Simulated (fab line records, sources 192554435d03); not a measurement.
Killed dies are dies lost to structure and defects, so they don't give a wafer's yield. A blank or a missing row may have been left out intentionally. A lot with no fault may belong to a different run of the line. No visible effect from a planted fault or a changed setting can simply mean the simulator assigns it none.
Which tool was responsible? / flow n5_finfet / 11 lots, 32 wafers sampled, at 3 steps of a route of 1938

## WHAT THE GAUGES SHOWED, per wafer
N5_HKMG_FIN_INSPECT_61: inspects for defects (macro). Usual: raw_defect_count reads 1.7 (standard deviation 1.3).
lot=L267; measured=day 4 10:54; on=defect_inspect-01; raw_defect_count=0 4 0; flag=
lot=L269; measured=day 4 18:42; on=defect_inspect-02; raw_defect_count=1 1 3; flag=
lot=L270; measured=day 5 01:40; on=defect_inspect-02; raw_defect_count=2 1 2; flag=
lot=L271; measured=day 5 08:18; on=defect_inspect-02; raw_defect_count=0 4 0; flag=
lot=L273; measured=day 5 19:01; on=defect_inspect-01; raw_defect_count=>300 >300 >300; flag=OFF
lot=L277; measured=day 6 20:04; on=defect_inspect-01; raw_defect_count=>300 >300 >300; flag=OFF
lot=L284; measured=day 8 12:43; on=defect_inspect-01; raw_defect_count=1 2; flag=
lot=L286; measured=day 9 00:15; on=defect_inspect-02; raw_defect_count=1 3 1; flag=
lot=L287; measured=day 9 05:44; on=defect_inspect-01; raw_defect_count=0 1 2; flag=
lot=L288; measured=day 9 12:41; on=defect_inspect-02; raw_defect_count=2 5 2; flag=
lot=L289; measured=day 9 18:31; on=defect_inspect-02; raw_defect_count=1 1 0; flag=

## WHAT TOOL EACH LOT RAN ON (gives the tool, then ch and the chambers of the sampled wafers, and finally the start)
lot=L267; N5_DUMMY_REMOVAL_STRIP_10=rie_diel-04 ch 0,1, day 4 09:07; N5_HKMG_FIN_ALD_74=ald_hk-01 ch 2,3, day 4 10:25
lot=L269; N5_DUMMY_REMOVAL_STRIP_10=rie_diel-03 ch 2,3, day 4 16:58; N5_HKMG_FIN_ALD_74=ald_hk-01 ch 0,1,2, day 4 18:07
lot=L270; N5_DUMMY_REMOVAL_STRIP_10=rie_diel-04 ch 0,1,3, day 5 00:07; N5_HKMG_FIN_ALD_74=ald_hk-01 ch 0,3, day 5 01:04
lot=L271; N5_DUMMY_REMOVAL_STRIP_10=rie_diel-04 ch 0,1,3, day 5 06:54; N5_HKMG_FIN_ALD_74=ald_hk-01 ch 1,2, day 5 07:50
lot=L273; N5_DUMMY_REMOVAL_STRIP_10=rie_diel-04 ch 0,1, day 5 17:28; N5_HKMG_FIN_ALD_74=ald_hk-01 ch 0,2, day 5 18:25
lot=L277; N5_DUMMY_REMOVAL_STRIP_10=rie_diel-03 ch 0,3, day 6 18:20; N5_HKMG_FIN_ALD_74=ald_hk-01 ch 1,2, day 6 19:29
lot=L284; N5_DUMMY_REMOVAL_STRIP_10=rie_diel-03 ch 0,3, day 8 11:16; N5_HKMG_FIN_ALD_74=ald_hk-02 ch 2,3, day 8 12:14
lot=L286; N5_DUMMY_REMOVAL_STRIP_10=rie_diel-03 ch 1,2,3, day 8 22:44; N5_HKMG_FIN_ALD_74=ald_hk-03 ch 1,2, day 8 23:40
lot=L287; N5_DUMMY_REMOVAL_STRIP_10=rie_diel-04 ch 0,1,3, day 9 04:16; N5_HKMG_FIN_ALD_74=ald_hk-03 ch 0,1,3, day 9 05:16
lot=L288; N5_DUMMY_REMOVAL_STRIP_10=rie_diel-03 ch 0,2,3, day 9 11:10; N5_HKMG_FIN_ALD_74=ald_hk-03 ch 0,2,3, day 9 12:05
lot=L289; N5_DUMMY_REMOVAL_STRIP_10=rie_diel-03 ch 1,2, day 9 16:56; N5_HKMG_FIN_ALD_74=ald_hk-03 ch 1,2, day 9 18:03
- N5_DUMMY_REMOVAL_STRIP_10: strips in N2/H2, time 40 s.
- N5_HKMG_FIN_ALD_74: deposits La2O3, target thk 0.5 nm, pulse time 6 s, co reactant pulse time 1 s.

## WHAT THE TOOLS THEMSELVES READ (means of the sampled wafers that have a number; where no wafer has one, the mark that the record gives instead)
N5_DUMMY_REMOVAL_STRIP_10. Usual: drypump_motor_current_A 5.8 A, standard deviation 0.58; oes_product_au 0.78 a.u., standard deviation 0.087; rf_vpp_V 45.3 V, standard deviation 0.95; showerhead_plenum_p_Torr 3.38 Torr, standard deviation 0.096; throttle_valve_pct 12.3 %, standard deviation 0.32.
lot=L267; tool=rie_diel-04; drypump_motor_current_A (A)=6.0; oes_product_au (a.u.)=0.73; rf_vpp_V (V)=45.3; showerhead_plenum_p_Torr (Torr)=3.46; throttle_valve_pct (%)=12.6; flag=
lot=L269; tool=rie_diel-03; drypump_motor_current_A (A)=6.0; oes_product_au (a.u.)=0.73; rf_vpp_V (V)=46.3; showerhead_plenum_p_Torr (Torr)=3.40; throttle_valve_pct (%)=12.2; flag=
lot=L270; tool=rie_diel-04; drypump_motor_current_A (A)=6.3; oes_product_au (a.u.)=0.75; rf_vpp_V (V)=45.7; showerhead_plenum_p_Torr (Torr)=3.38; throttle_valve_pct (%)=12.5; flag=
lot=L271; tool=rie_diel-04; drypump_motor_current_A (A)=6.3; oes_product_au (a.u.)=0.75; rf_vpp_V (V)=45.0; showerhead_plenum_p_Torr (Torr)=3.38; throttle_valve_pct (%)=12.5; flag=
lot=L273; tool=rie_diel-04; drypump_motor_current_A (A)=6.0; oes_product_au (a.u.)=0.73; rf_vpp_V (V)=45.8; showerhead_plenum_p_Torr (Torr)=3.45; throttle_valve_pct (%)=12.6; flag=
lot=L277; tool=rie_diel-03; drypump_motor_current_A (A)=5.8; oes_product_au (a.u.)=0.78; rf_vpp_V (V)=46.4; showerhead_plenum_p_Torr (Torr)=3.46; throttle_valve_pct (%)=12.0; flag=
lot=L284; tool=rie_diel-03; drypump_motor_current_A (A)=5.7; oes_product_au (a.u.)=0.78; rf_vpp_V (V)=45.0; showerhead_plenum_p_Torr (Torr)=3.45; throttle_valve_pct (%)=11.9; flag=
lot=L286; tool=rie_diel-03; drypump_motor_current_A (A)=5.7; oes_product_au (a.u.)=0.72; rf_vpp_V (V)=45.8; showerhead_plenum_p_Torr (Torr)=3.34; throttle_valve_pct (%)=12.2; flag=
lot=L287; tool=rie_diel-04; drypump_motor_current_A (A)=6.3; oes_product_au (a.u.)=0.72; rf_vpp_V (V)=44.3; showerhead_plenum_p_Torr (Torr)=3.36; throttle_valve_pct (%)=12.5; flag=
lot=L288; tool=rie_diel-03; drypump_motor_current_A (A)=5.6; oes_product_au (a.u.)=0.74; rf_vpp_V (V)=45.4; showerhead_plenum_p_Torr (Torr)=3.36; throttle_valve_pct (%)=12.1; flag=
lot=L289; tool=rie_diel-03; drypump_motor_current_A (A)=5.4; oes_product_au (a.u.)=0.70; rf_vpp_V (V)=45.0; showerhead_plenum_p_Torr (Torr)=3.25; throttle_valve_pct (%)=12.3; flag=

N5_HKMG_FIN_ALD_74. Usual: heater_power_w 349 W, standard deviation 39; precursor_pulse_height_rel 1.004, standard deviation 0.018.
lot=L267; tool=ald_hk-01; heater_power_w (W)=337; precursor_pulse_height_rel=1.004; flag=
lot=L269; tool=ald_hk-01; heater_power_w (W)=322; precursor_pulse_height_rel=0.991; flag=
lot=L270; tool=ald_hk-01; heater_power_w (W)=313; precursor_pulse_height_rel=0.986; flag=
lot=L271; tool=ald_hk-01; heater_power_w (W)=328; precursor_pulse_height_rel=0.997; flag=
lot=L273; tool=ald_hk-01; heater_power_w (W)=317; precursor_pulse_height_rel=1.006; flag=
lot=L277; tool=ald_hk-01; heater_power_w (W)=353; precursor_pulse_height_rel=0.986; flag=
lot=L284; tool=ald_hk-02; heater_power_w (W)=370; precursor_pulse_height_rel=1.027; flag=
lot=L286; tool=ald_hk-03; heater_power_w (W)=346; precursor_pulse_height_rel=1.005; flag=
lot=L287; tool=ald_hk-03; heater_power_w (W)=371; precursor_pulse_height_rel=1.005; flag=
lot=L288; tool=ald_hk-03; heater_power_w (W)=362; precursor_pulse_height_rel=1.010; flag=
lot=L289; tool=ald_hk-03; heater_power_w (W)=369; precursor_pulse_height_rel=1.003; flag=

## THE ANSWER, worked out from the rows above alone
Rule: a lot is off if the mean of its wafers that have a number lies more than 3 standard deviations from the usual mean. A lot without any number at a reading at which 4 lots or more have one is off too. Any other lot the step has rows for is counted as sound. First the gauges in route order, then the tools' own readings, where a lot's mean is used as printed above. The first step at which some lot is off is used, and at that step the reading that is off furthest; a lot without a number counts as furthest.
Off: L273, L277 (N5_HKMG_FIN_INSPECT_61, raw_defect_count). Without a number there: L273, L277.
If a tool, at a process step before that reading, ran all the lots that are off and no sound lot after the first of them, it fits. Those tools and the gauges at N5_HKMG_FIN_INSPECT_61 are tried in the same way. One candidate fits, namely ald_hk-01 at N5_HKMG_FIN_ALD_74. Its last sound lot is L271 (day 5 07:50), its first lot that is off L273 (day 5 18:25): a fault that began between those two fits.

## WHAT HAD BEEN PUT IN BY THE SIMULATOR
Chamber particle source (ald_hk-01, N5_HKMG_FIN_ALD_74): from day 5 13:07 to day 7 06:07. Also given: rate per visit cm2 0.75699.
Struck lots among those shown: L273, L277. The rule above reached the same finding.
